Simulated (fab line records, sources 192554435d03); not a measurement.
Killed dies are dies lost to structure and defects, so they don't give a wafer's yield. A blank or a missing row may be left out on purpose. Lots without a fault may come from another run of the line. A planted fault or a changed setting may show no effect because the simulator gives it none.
fab line records | flow n5_finfet
record lots=7 wafers=21
route steps=1938 shown ZERO_LAYER@6 FIN_SAQP@109 DUMMY_GATE@220 SD_EPI_P@301
start_h: hours from the record's first day to the start of the lot's first wafer shown | wait_h: hours since the lot's step before | " the same as in the row above | L1.1+2: a row that stands for several wafers | - no value, or no start given | * or withheld: withheld | < > ~ a bound
route shown NAME@n: a module of which the file shows steps, and the number in the route of the first | usual: mean/standard deviation of fault-free wafers | same: alike in all rows | chamber/n: place in a boat | sites: the reading at each site | _std_site: their standard deviation | _edge_site: outer sites' mean less inner sites' | radius_mm: how far each site lies from the wafer's centre | mask NAME#n: copy n | behind: the tool/chamber that last shaped the wafer | hold: why the lot was held/for how many hours/how that ended | device: the transistor (n, p or np) that didn't switch | end of line: the same wafers' tests at the end of the route | a step without rows: its recipe alone | killed: dies lost to structure and defects at the first sort, not the wafer's yield | map: a wafer's dies, x killed, . not, _ none there
set.NAME: the setting as run; set.NAME@STEP: as run at that earlier step | model.NAME: the simulator's own value behind a step, which no gauge read
lots whose settings were changed on purpose; a table a step, a row a wafer
## steps
# step N5_ZERO_LAYER_COAT_05
# recipe spin_rpm=1500 resist_thk_nm=1000
# columns lot.wafer tool chamber start_h wait_h set.spin_rpm model.coat_of_ZERO_LAYER_COAT_05.thk_nm
L074.1 litho_track-03 0 - - 1500 1000
L074.3 " 0 " " 1500 998.8
L074.5 " 0 " " 1500 999
L075.3 litho_track-01 0 - - 1500 998.1
L075.5 " 0 " " 1500 998.3
L075.6 " 0 " " 1500 997.8
L076.2 litho_track-04 0 - - 1615 963.3
L076.4 " 0 " " 1615 966
L076.6 " 0 " " 1500 1000
L077.1 litho_track-04 0 - - 1417 1024
L077.2 " 0 " " 1500 997.3
L077.5 " 0 " " 1417 1027
L084.3 litho_track-01 0 - - 1358 1049
L084.4 " 0 " " 1358 1052
L084.5 " 0 " " 1500 999.8
L086.1 litho_track-03 0 - - 1666 944.9
L086.3 " 0 " " 1666 942.3
L086.5 " 0 " " 1500 995
L096.4 litho_track-01 0 - - 1500 997.9
L096.5 " 0 " " 1500 1004
L096.6 " 0 " " 1500 999.4
# step N5_ZERO_LAYER_EXPOSE_08
# recipe mask_id=ZERO na=0.55 source_shape=conventional sigma_outer=0.8 polarization=unpolarized defocus_nm=0 target_cd_nm=2000 dose_mj=16.2
# columns lot.wafer tool chamber start_h wait_h mask set.dose_mj
L074.1+3+5 krf_scanner-01 0 12.59 - ZERO#0 16.2
L075.3+5+6 krf_scanner-01 0 18.48 - ZERO#0 16.2
L076.2+4+6 krf_scanner-01 0 24.49 - ZERO#0 16.2
L077.1+2 krf_scanner-01 0 30.53 - ZERO#0 17.25
L077.5 " 0 " " ZERO#0 16.2
L084.3+4+5 krf_scanner-02 0 72.60 - ZERO#0 17.37
L086.1+3+5 krf_scanner-01 0 84.46 - ZERO#0 16.2
L096.4 krf_scanner-01 0 144.61 - ZERO#0 15.58
L096.5+6 " 0 " " ZERO#0 16.2
# step N5_ZERO_LAYER_PEB_09
# recipe peb_temp_c=withheld peb_time_s=*
# step N5_ZERO_LAYER_DEVELOP_10
# recipe develop_time_s=60 rinse_liquid=diw dry=air_spin dev_temp_c=21
# step N5_ZERO_LAYER_HARDBAKE_23
# recipe temp_c=130 time_s=120
# step N5_ZERO_LAYER_CD_MEAS_11
# recipe target_cd_nm=2000 landing_energy_ev=500 detector=se_inlens
# usual cd_nm=2000.1/1.9
# columns lot.wafer tool chamber start_h wait_h set.dose_mj@ZERO_LAYER_EXPOSE_08 cd_nm
L074.1 cd_sem-02 0 12.77 - 16.2 1998.9
L074.3 " 0 " " 16.2 2000.5
L074.5 " 0 " " 16.2 2000.1
L075.3 cd_sem-02 0 18.64 - 16.2 2002.9
L075.5 " 0 " " 16.2 1999.8
L075.6 " 0 " " 16.2 1998.4
L076.2 cd_sem-03 0 24.67 - 16.2 2000.8
L076.4 " 0 " " 16.2 2003.6
L076.6 " 0 " " 16.2 1998.9
L077.1 cd_sem-02 0 30.70 - 17.25 2011.6
L077.2 " 0 " " 17.25 2011.6
L077.5 " 0 " " 16.2 1996.8
L084.3 cd_sem-02 0 72.77 - 17.37 2008.0
L084.4 " 0 " " 17.37 2011.7
L084.5 " 0 " " 17.37 2013.8
L086.1 cd_sem-01 0 84.64 - 16.2 2003.5
L086.3 " 0 " " 16.2 2004.3
L086.5 " 0 " " 16.2 2000.3
L096.4 cd_sem-03 0 144.77 - 15.58 1990.9
L096.5 " 0 " " 16.2 1996.9
L096.6 " 0 " " 16.2 1999.3
# step N5_ZERO_LAYER_DESCUM_16
# recipe chemistry=O2 time_s=7.9 source_power_w=50 bias_power_w=20 pressure_mtorr=20 rf_frequency_hz=2.712e+07 temp_c=40 o2_flow_sccm=225
# columns lot.wafer tool chamber start_h wait_h set.dose_mj@ZERO_LAYER_EXPOSE_08 model.ZERO_LAYER.cd_nm
L074.1 rie_diel-01 0 12.80 0.0 16.2 1999
L074.3 " 1 " " 16.2 2001
L074.5 " 0 " " 16.2 2000
L075.3 rie_diel-01 1 18.68 0.0 16.2 2003
L075.5 " 3 " " 16.2 2000
L075.6 " 0 " " 16.2 1999
L076.2 rie_diel-06 2 24.70 0.0 16.2 2001
L076.4 " 0 " " 16.2 2003
L076.6 " 2 " " 16.2 1998
L077.1 rie_diel-01 3 30.74 0.0 17.25 2011
L077.2 " 2 " " 17.25 2012
L077.5 " 0 " " 16.2 1997
L084.3 rie_diel-01 1 72.81 0.0 17.37 2008
L084.4 " 2 " " 17.37 2012
L084.5 " 1 " " 17.37 2014
L086.1 rie_diel-06 2 84.76 0.1 16.2 2003
L086.3 " 0 " " 16.2 2004
L086.5 " 0 " " 16.2 2000
L096.4 rie_diel-06 3 144.81 0.0 15.58 1991
L096.5 " 0 " " 16.2 1997
L096.6 " 1 " " 16.2 2000
# step N5_ZERO_LAYER_ETCH_17
# recipe chemistry=CF4 target=SiO2 target_depth_a=120 time_s=13.3 ion_energy_ev=350 pressure_mtorr=40 source_w=450 bias_w=215 Ar_flow_sccm=100 cf4_flow_sccm=100
# step N5_ZERO_LAYER_ETCH_18
# recipe chemistry=HBr/Cl2 target=Si target_depth_a=1200 time_s=40 pressure_mtorr=10 icp_w=800 bias_w=75 HBr_flow_sccm=150 Cl2_flow_sccm=80
# step N5_ZERO_LAYER_STRIP_24
# recipe chemistry=O2 power_w=1000 temp_c=250 overash_fraction=0.3 pressure_mtorr=1000 o2_flow_sccm=6750
# usual strip_time_to_endpoint_s=43.83/0.097
# columns lot.wafer tool chamber start_h wait_h set.spin_rpm@ZERO_LAYER_COAT_05 strip_time_to_endpoint_s
L074.1 plasma_asher-01 1 13.05 0.1 1500 43.81
L074.3 " 1 " " 1500 43.84
L074.5 " 0 " " 1500 43.77
L075.3 plasma_asher-01 0 19.20 0.4 1500 43.79
L075.5 " 1 " " 1500 43.79
L075.6 " 0 " " 1500 43.77
L076.2 plasma_asher-01 1 24.92 0.1 1615 42.79
L076.4 " 1 " " 1615 42.82
L076.6 " 1 " " 1500 43.88
L077.1 plasma_asher-02 0 30.95 0.1 1417 44.55
L077.2 " 1 " " 1500 43.78
L077.5 " 0 " " 1417 44.66
L084.3 plasma_asher-01 0 73.04 0.1 1358 45.30
L084.4 " 1 " " 1358 45.41
L084.5 " 0 " " 1500 43.84
L086.1 plasma_asher-02 1 84.98 0.1 1666 42.20
L086.3 " 0 " " 1666 42.10
L086.5 " 1 " " 1500 43.66
L096.4 plasma_asher-01 1 145.04 0.1 1500 43.78
L096.5 " 0 " " 1500 43.94
L096.6 " 1 " " 1500 43.83
# step N5_FIN_SAQP_PEB_14
# recipe peb_temp_c=withheld peb_time_s=60 resist=CAR-ArF
# columns lot.wafer tool chamber start_h wait_h set.peb_time_s
L074.1 litho_track-01 0 21.56 0.1 69.32
L074.3+5 " 0 " " 60
L075.3+5+6 litho_track-04 0 27.89 0.0 60
L076.2+4 litho_track-01 0 33.61 0.0 68.34
L076.6 " 0 " " 60
L077.1+2+5 litho_track-04 0 39.98 0.1 60
L084.3 litho_track-01 0 81.22 0.0 60
L084.4+5 " 0 " " 70.8
L086.1+3+5 litho_track-04 0 101.21 0.1 60
L096.4+5+6 litho_track-04 0 154.13 0.0 60
# step N5_FIN_SAQP_DEVELOP_15
# recipe develop_time_s=30 developer=TMAH resist=CAR-ArF dev_temp_c=23 rinse_liquid=diw dry=air_spin
# step N5_FIN_SAQP_CD_MEAS_16
# recipe target_cd_nm=35.6 landing_energy_ev=500 detector=se_inlens
# usual cd_nm=35.6/0.35
# columns lot.wafer tool chamber start_h wait_h set.peb_time_s@FIN_SAQP_PEB_14 cd_nm
L074.1 cd_sem-03 0 21.63 - 69.32 33.6
L074.3 " 0 " " 60 35.4
L074.5 " 0 " " 60 35.5
L075.3 cd_sem-02 0 27.96 - 60 35.4
L075.5 " 0 " " 60 35.1
L075.6 " 0 " " 60 34.8
L076.2 cd_sem-02 0 33.67 - 68.34 34.1
L076.4 " 0 " " 68.34 33.5
L076.6 " 0 " " 60 35.8
L077.1 cd_sem-02 0 40.05 - 60 35.5
L077.2 " 0 " " 60 35.4
L077.5 " 0 " " 60 35.5
L084.3 cd_sem-02 0 81.29 - 60 35.7
L084.4 " 0 " " 70.8 33.9
L084.5 " 0 " " 70.8 33.0
L086.1 cd_sem-02 0 101.28 - 60 36.3
L086.3 " 0 " " 60 36.6
L086.5 " 0 " " 60 35.7
L096.4 cd_sem-01 0 154.20 - 60 35.6
L096.5 " 0 " " 60 35.2
L096.6 " 0 " " 60 35.8
# step N5_FIN_SAQP_FIN_ETCH_36
# recipe chemistry=HBr/Cl2/O2 target_depth_a=1200 mask_material=SiNx time_s=50.4 bias_w=102 pressure_mtorr=10 icp_w=800 HBr_flow_sccm=150 Cl2_flow_sccm=80 O2_flow_sccm=12
# columns lot.wafer tool chamber start_h wait_h set.bias_w model.SiNx_of_FIN_SAQP_HM_DEP_03.thk_nm
L074.1 rie_si-02 2 26.41 0.0 102 21.4
L074.3 " 0 " " 102 21
L074.5 " 3 " " 118.7 19.4
L075.3+6 rie_si-01 0,3 32.25 0.0 102 21.6
L075.5 " 0 " " 102 22
L076.2 rie_si-01 1 38.58 0.0 102 21
L076.4 " 0 " " 92.9 22.4
L076.6 " 2 " " 92.9 21.8
L077.1 rie_si-02 0 44.40 0.0 102 20.2
L077.2 " 3 " " 102 20.6
L077.5 " 3 " " 102 20.4
L084.3 rie_si-02 1 86.19 0.0 118.9 19.8
L084.4 " 0 " " 102 21.4
L084.5 " 1 " " 102 21.6
L086.1 rie_si-06 1 106.29 0.0 102 20.6
L086.3 " 0 " " 113 19.6
L086.5 " 1 " " 102 22
L096.4 rie_si-06 3 158.29 0.0 90.15 22.6
L096.5 " 3 " " 90.15 22.2
L096.6 " 2 " " 102 21
# step N5_DUMMY_GATE_HM_DEP_06
# recipe material=SiNx target_thk_a=800 precursor=DCS/NH3 temp_c=700 pressure_mtorr=300 time_s=5141
# columns lot.wafer tool chamber start_h wait_h set.time_s model.SiNx_of_DUMMY_GATE_HM_DEP_06.thk_nm
L074.1 - - - 0.0 4651 71.6
L074.3 " - " " 4651 71.8
L074.5 " - " " 4651 72.8
L075.3+5+6 lpcvd-02 1/75,1/84,1/89 47.41 0.0 5141 80.2
L076.2 - - - 0.0 4581 72.2
L076.4 " - " " 4581 71.2
L076.6 " - " " 4581 71.6
L077.1 - - - 0.0 5741 88.8
L077.2 " - " " 5741 89
L077.5 " - " " 5741 88.4
L084.3 - - - 0.0 5141 78.8
L084.4+5 " - " " 5141 79.6
L086.1 - - - 0.4 5141 80
L086.3 " - " " 5141 79.8
L086.5 " - " " 5141 80.2
L096.4 - - - 0.0 5351 85
L096.5 " - " " 5351 84.8
L096.6 " - " " 5351 84.6
# step N5_DUMMY_GATE_COAT_28
# recipe resist=underlayer temp_c=205 time_s=60 spin_rpm=1500 resist_thk_nm=10
# columns lot.wafer tool chamber start_h wait_h set.spin_rpm model.underlayer_of_DUMMY_GATE_COAT_28.thk_nm
L074.1 litho_track-01 0 - - 1334 10.6
L074.3+5 " 0 " " 1500 10
L075.3+5+6 litho_track-01 0 - - 1500 10
L076.2+6 litho_track-01 0 - - 1348 10.6
L076.4 " 0 " " 1500 10
L077.1+5 litho_track-04 0 - - 1500 10
L077.2 " 0 " " 1405 10.4
L084.3+4+5 litho_track-04 0 - - 1500 10
L086.1+5 litho_track-03 0 - - 1638 9.6
L086.3 " 0 " " 1500 10
L096.4+5+6 litho_track-03 0 - - 1500 10
# step N5_DUMMY_GATE_ETCH_32
# recipe chemistry=CF4 target=SiO2 target_depth_a=35 time_s=3.9 ion_energy_ev=350 pressure_mtorr=10 icp_w=800 bias_w=400 cf4_flow_sccm=80
# columns lot.wafer tool chamber start_h wait_h set.time_s model.etch.depth_nm
L074.1 rie_si-05 3 46.60 0.1 3.9 3.492
L074.3 " 0 " " 3.9 3.558
L074.5 " 2 " " 3.9 3.499
L075.3 rie_si-05 0 53.36 0.1 3.9 3.547
L075.5 " 3 " " 3.9 3.474
L075.6 " 0 " " 3.9 3.568
L076.2 rie_si-04 3 59.20 0.1 3.9 3.516
L076.4 " 0 " " 3.467 3.199
L076.6 " 3 " " 3.467 3.122
L077.1 rie_si-04 3 64.69 0.1 3.474 3.113
L077.2 " 0 " " 3.474 3.163
L077.5 " 2 " " 3.9 3.489
L084.3 rie_si-05 2 108.06 0.1 3.216 2.9
L084.4 " 0 " " 3.216 2.94
L084.5 " 3 " " 3.9 3.528
L086.1 rie_si-03 2 127.34 0.1 3.9 3.485
L086.3 " 0 " " 3.9 3.38
L086.5 " 3 " " 3.9 3.47
L096.4 rie_si-05 1 179.22 0.0 3.9 3.576
L096.5 " 3 " " 3.9 3.501
L096.6 " 2 " " 3.9 3.469
# step N5_SD_EPI_P_PEB_07
# recipe peb_temp_c=110 peb_time_s=60 resist=CAR-ArF-block
# columns lot.wafer tool chamber start_h wait_h set.peb_time_s
L074.1+3 litho_track-02 0 52.46 0.1 51.39
L074.5 " 0 " " 60
L075.3+5+6 litho_track-02 0 60.08 0.0 60
L076.2 litho_track-03 0 65.39 0.0 60
L076.4+6 " 0 " " 53.19
L077.1 litho_track-03 0 71.84 0.1 60
L077.2+5 " 0 " " 56.44
L084.3+4 litho_track-04 0 114.26 0.0 60
L084.5 " 0 " " 55.88
L086.1+3+5 litho_track-03 0 135.47 0.1 60
L096.4 litho_track-03 0 186.03 0.0 60
L096.5+6 " 0 " " 71.05
# step N5_SD_EPI_P_DEVELOP_08
# recipe develop_time_s=30 developer=TMAH resist=CAR-ArF-block dev_temp_c=23 rinse_liquid=diw dry=air_spin
# step N5_SD_EPI_P_CD_MEAS_09
# recipe target_cd_nm=240 landing_energy_ev=500 detector=se_inlens
# usual cd_nm=240.3/0.87
# columns lot.wafer tool chamber start_h wait_h set.peb_time_s@SD_EPI_P_PEB_07 cd_nm
L074.1 cd_sem-02 0 52.52 - 51.39 235.0
L074.3 " 0 " " 51.39 235.0
L074.5 " 0 " " 60 240.5
L075.3 cd_sem-03 0 60.15 - 60 240.2
L075.5 " 0 " " 60 241.0
L075.6 " 0 " " 60 241.5
L076.2 cd_sem-02 0 65.45 - 60 240.2
L076.4 " 0 " " 53.19 235.1
L076.6 " 0 " " 53.19 235.4
L077.1 cd_sem-01 0 71.91 - 60 240.4
L077.2 " 0 " " 56.44 238.5
L077.5 " 0 " " 56.44 239.5
L084.3 cd_sem-01 0 114.32 - 60 240.3
L084.4 " 0 " " 60 240.3
L084.5 " 0 " " 55.88 237.6
L086.1 cd_sem-02 0 135.54 - 60 241.1
L086.3 " 0 " " 60 240.5
L086.5 " 0 " " 60 241.6
L096.4 cd_sem-02 0 186.10 - 60 238.1
L096.5 " 0 " " 71.05 244.5
L096.6 " 0 " " 71.05 245.0
# step N5_SD_EPI_P_DESCUM_14
# recipe chemistry=O2 time_s=7.9 source_power_w=50 bias_power_w=20 pressure_mtorr=20 rf_frequency_hz=2.712e+07 temp_c=40 resist=CAR-ArF-block o2_flow_sccm=225
# columns lot.wafer tool chamber start_h wait_h set.peb_time_s@SD_EPI_P_PEB_07 model.SD_EPI_P.cd_nm
L074.1+3 rie_diel-04 2,0 52.73 0.2 51.39 235.2
L074.5 " 1 " " 60 240.8
L075.3 rie_diel-06 3 60.23 0.0 60 239.8
L075.5 " 1 " " 60 240.8
L075.6 " 0 " " 60 241.4
L076.2 rie_diel-04 1 65.75 0.2 60 240
L076.4 " 2 " " 53.19 234.6
L076.6 " 0 " " 53.19 235.6
L077.1 rie_diel-01 1 72.00 0.0 60 240.8
L077.2 " 3 " " 56.44 238
L077.5 " 3 " " 56.44 239.2
L084.3 rie_diel-01 2 114.41 0.0 60 240
L084.4 " 0 " " 60 240.4
L084.5 " 0 " " 55.88 237.6
L086.1+3 rie_diel-01 2,0 136.10 0.5 60 240.8
L086.5 " 0 " " 60 241.6
L096.4 rie_diel-01 3 186.20 0.0 60 238.6
L096.5 " 0 " " 71.05 244.2
L096.6 " 1 " " 71.05 245.2
# step N5_SD_EPI_P_ETCH_36
# recipe chemistry=CF4 target=SiARC target_depth_a=455 mask_material=CAR-ArF-block time_s=75.8 ion_energy_ev=80 pressure_mtorr=40 source_w=545 bias_w=36 Ar_flow_sccm=100 cf4_flow_sccm=100 ends=cleared
# step N5_SD_EPI_P_ETCH_37
# recipe chemistry=N2/H2 target=SOC overetch_a=1080 mask_material=SiARC temp_c=40 ion_energy_ev=100 source_w=3000 bias_w=133 pressure_mtorr=20 time_s=486 n2_flow_sccm=200 h2_flow_sccm=200 ends=end_point
# columns lot.wafer tool chamber start_h wait_h set.peb_time_s@SD_EPI_P_PEB_07 model.SD_EPI_P.cd_nm
L074.1 rie_diel-04 2 52.82 0.0 51.39 234.6
L074.3 " 0 " " 51.39 236.2
L074.5 " 1 " " 60 239.8
L075.3 rie_diel-06 3 60.32 0.0 60 239.6
L075.5 " 1 " " 60 241.8
L075.6 " 0 " " 60 241.6
L076.2 rie_diel-04 1 65.84 0.0 60 239.8
L076.4 " 2 " " 53.19 234.4
L076.6 " 0 " " 53.19 237.4
L077.1 rie_diel-01 1 72.09 0.0 60 240.6
L077.2 " 3 " " 56.44 237.6
L077.5 " 3 " " 56.44 239.4
L084.3 rie_diel-01 2 114.50 0.0 60 241
L084.4 " 0 " " 60 240.8
L084.5 " 0 " " 55.88 238.8
L086.1 rie_diel-01 2 136.19 0.0 60 241.2
L086.3 " 0 " " 60 239.8
L086.5 " 0 " " 60 240.8
L096.4 rie_diel-01 3 186.43 0.2 60 239
L096.5 " 0 " " 71.05 243.4
L096.6 " 1 " " 71.05 244.8
# step N5_SD_EPI_P_ETCHBACK_46
# recipe chemistry=CH3F/O2 mode=anisotropic_etchback target=SiNx target_depth_a=175 stop_on=SiO2 over_etch_frac=0.3 ion_energy_ev=120 pressure_mtorr=30 source_w=395 bias_w=73 Ar_flow_sccm=150 CH3F_flow_sccm=30 O2_flow_sccm=20
# columns lot.wafer tool chamber start_h wait_h set.over_etch_frac set.peb_time_s@SD_EPI_P_PEB_07 model.SD_EPI_P.cd_nm
L074.1 rie_diel-04 2 53.14 0.0 0.3 51.39 234.8
L074.3 " 0 " " 0.2782 51.39 236.4
L074.5 " 1 " " 0.3 60 239.8
L075.3 rie_diel-06 3 60.65 0.0 0.3 60 239.6
L075.5 " 1 " " 0.3 60 241.8
L075.6 " 0 " " 0.3 60 241.6
L076.2 rie_diel-04 1 66.17 0.0 0.3137 60 239.6
L076.4 " 2 " " 0.3 53.19 234.4
L076.6 " 0 " " 0.3137 53.19 237.4
L077.1 rie_diel-01 1 72.41 0.0 0.2798 60 240.6
L077.2 " 3 " " 0.2798 56.44 237.8
L077.5 " 3 " " 0.2798 56.44 239.6
L084.3+4 rie_diel-01 2,0 114.82 0.0 0.3 60 240.8
L084.5 " 0 " " 0.3 55.88 238.8
L086.1 rie_diel-01 2 136.52 0.0 0.292 60 241.2
L086.3 " 0 " " 0.292 60 240
L086.5 " 0 " " 0.3 60 240.8
L096.4 rie_diel-01 3 186.65 0.1 0.3 60 239.2
L096.5 " 0 " " 0.3 71.05 243.4
L096.6 " 1 " " 0.3 71.05 244.8
# step N5_SD_EPI_P_ETCH_47
# recipe chemistry=CH3F/O2 target=SiOCN target_depth_a=250 mask_material=SOC ion_energy_ev=60 bias_w=29 pressure_mtorr=30 source_w=410 Ar_flow_sccm=150 CH3F_flow_sccm=30 O2_flow_sccm=20
# step N5_SD_EPI_P_ETCH_16
# recipe chemistry=CHF3/O2 target=SiO2 target_depth_a=50 mask_material=SOC pressure_mtorr=30 source_w=650 bias_w=170 Ar_flow_sccm=200 CHF3_flow_sccm=50 O2_flow_sccm=5 ion_energy_ev=200
# step N5_SD_EPI_P_STRIP_50
# recipe chemistry=CHF3/O2 resist=SiARC rf_frequency_hz=6e+07
# step N5_SD_EPI_P_SD_RECESS_17
# recipe chemistry=HBr/Cl2/O2 target_depth_a=391 bt_time_s=3 pressure_mtorr=10 icp_w=800 bias_w=112 HBr_flow_sccm=150 Cl2_flow_sccm=80 O2_flow_sccm=12
# columns lot.wafer tool chamber start_h wait_h set.peb_time_s@SD_EPI_P_PEB_07 model.SD_EPI_P.cd_nm
L074.1 rie_si-03 3 53.42 0.0 51.39 234.8
L074.3 " 0 " " 51.39 236.4
L074.5 " 2 " " 60 239.8
L075.3 rie_si-04 3 60.92 0.0 60 239.6
L075.5 " 0 " " 60 241.8
L075.6 " 1 " " 60 241.6
L076.2 rie_si-04 0 66.44 0.0 60 239.6
L076.4 " 3 " " 53.19 234.4
L076.6 " 2 " " 53.19 237.4
L077.1 rie_si-05 1 72.68 0.0 60 240.6
L077.2 " 3 " " 56.44 238
L077.5 " 0 " " 56.44 239.8
L084.3 rie_si-05 3 115.09 0.0 60 241
L084.4 " 0 " " 60 240.8
L084.5 " 1 " " 55.88 238.8
L086.1 rie_si-03 1 136.79 0.0 60 241.4
L086.3 " 2 " " 60 240
L086.5 " 1 " " 60 241
L096.4 rie_si-05 3 186.87 0.0 60 239.4
L096.5 " 3 " " 71.05 243.4
L096.6 " 0 " " 71.05 244.8
## key
split step=N5_ZERO_LAYER_COAT_05 setting=spin_rpm stated=1500 by=wafer
response step=N5_ZERO_LAYER_COAT_05 reading=model.coat_of_ZERO_LAYER_COAT_05.thk_nm change=-4.9 per=1% r=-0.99
response step=N5_ZERO_LAYER_STRIP_24 reading=strip_time_to_endpoint_s change=* per=1% r=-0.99
split step=N5_ZERO_LAYER_EXPOSE_08 setting=dose_mj stated=16.2 by=wafer
response step=N5_ZERO_LAYER_CD_MEAS_11 reading=cd_nm change=+2.19 per=1% r=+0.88
response step=N5_ZERO_LAYER_DESCUM_16 reading=model.ZERO_LAYER.cd_nm change=+2.23 per=1% r=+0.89
split step=N5_FIN_SAQP_PEB_14 setting=peb_time_s stated=60 by=wafer
response step=N5_FIN_SAQP_CD_MEAS_16 reading=cd_nm change=-0.126 per=1% r=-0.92
split step=N5_FIN_SAQP_FIN_ETCH_36 setting=bias_w stated=102 by=wafer
response step=N5_FIN_SAQP_FIN_ETCH_36 reading=model.SiNx_of_FIN_SAQP_HM_DEP_03.thk_nm change=-0.117 per=1% r=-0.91
split step=N5_DUMMY_GATE_HM_DEP_06 setting=time_s stated=5141 by=lot
response step=N5_DUMMY_GATE_HM_DEP_06 reading=model.SiNx_of_DUMMY_GATE_HM_DEP_06.thk_nm change=+0.795 per=1% r=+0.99
split step=N5_DUMMY_GATE_COAT_28 setting=spin_rpm stated=1500 by=wafer
response step=N5_DUMMY_GATE_COAT_28 reading=model.underlayer_of_DUMMY_GATE_COAT_28.thk_nm change=-0.0541 per=1% r=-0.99
split step=N5_DUMMY_GATE_ETCH_32 setting=time_s stated=3.9 by=wafer
response step=N5_DUMMY_GATE_ETCH_32 reading=model.etch.depth_nm change=+0.0335 per=1% r=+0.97
split step=N5_SD_EPI_P_PEB_07 setting=peb_time_s stated=60 by=wafer
response step=N5_SD_EPI_P_CD_MEAS_09 reading=cd_nm change=+0.376 per=1% r=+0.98
response step=N5_SD_EPI_P_DESCUM_14 reading=model.SD_EPI_P.cd_nm change=+0.369 per=1% r=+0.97
response step=N5_SD_EPI_P_ETCH_37 reading=model.SD_EPI_P.cd_nm change=+0.302 per=1% r=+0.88
response step=N5_SD_EPI_P_ETCHBACK_46 reading=model.SD_EPI_P.cd_nm change=+0.288 per=1% r=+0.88
response step=N5_SD_EPI_P_SD_RECESS_17 reading=model.SD_EPI_P.cd_nm change=+0.282 per=1% r=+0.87
split step=N5_SD_EPI_P_ETCHBACK_46 setting=over_etch_frac stated=0.3 by=wafer
response none clear
